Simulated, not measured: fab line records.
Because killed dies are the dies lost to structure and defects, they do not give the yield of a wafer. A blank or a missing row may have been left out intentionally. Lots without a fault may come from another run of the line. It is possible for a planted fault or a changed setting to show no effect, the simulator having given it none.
Which tool is to blame? + flow nand_harc + 12 lots, 36 wafers sampled, at 1 step of a route of 1302

## WHAT THE GAUGES SHOWED, per wafer
NHARC_A_M1_OVL_MEAS_10: pitch 240 nm.
| lot  | measured     | on         | overlay_x_nm (nm) |
|------|--------------|------------|-------------------|
| L075 | day 23 10:04 | overlay-01 | -0.1 0.0 -0.3     |
| L077 | day 24 04:16 | overlay-02 | -0.4 -0.1 -0.6    |
| L080 | day 24 15:58 | overlay-02 | 0.3 0.8 0.6       |
| L081 | day 25 11:48 | overlay-01 | 0.2 0.7 0.8       |
| L082 | day 26 12:02 | overlay-01 | -0.8 -0.6 -1.3    |
| L085 | day 27 13:49 | overlay-02 | -0.4 0.2 -0.2     |
| L087 | day 27 18:58 | overlay-02 | 0.9 0.9 0.9       |
| L089 | day 28 12:42 | overlay-02 | 0.7 1.0 0.9       |
| L091 | day 30 12:29 | overlay-01 | 0.5 0.3 0.3       |
| L094 | day 30 16:36 | overlay-02 | -0.4 -0.5 -0.3    |
| L095 | day 31 15:32 | overlay-01 | 0.4 -0.2 0.8      |
| L097 | day 31 22:13 | overlay-02 | -0.5 -0.6 -0.6    |

## TOOL THAT RAN EACH LOT (tool first, then ch and the chambers of the sampled wafers, then the start)
There is no process step in the record ahead of these readings.

## THE ANSWER, worked out from the rows above alone
Rule: usual is defined by the lots themselves. The widest of any qualifying gaps counts: lots, ordered by their means at a reading, are off when they make up no more than a third of the lots, leave a main group of 4 or more, and stand apart from it by 3 or more times the standard deviation of that group's means. A main group whose means are all the same, to the digits that the tables above print for the reading, isn't used. A lot without any number at a reading at which 4 lots or more have one is off too. All remaining lots with rows at the step are treated as sound.
No lot is off at any reading shown: from this, nothing can be told.

## WHAT WAS PUT IN BY THE SIMULATOR
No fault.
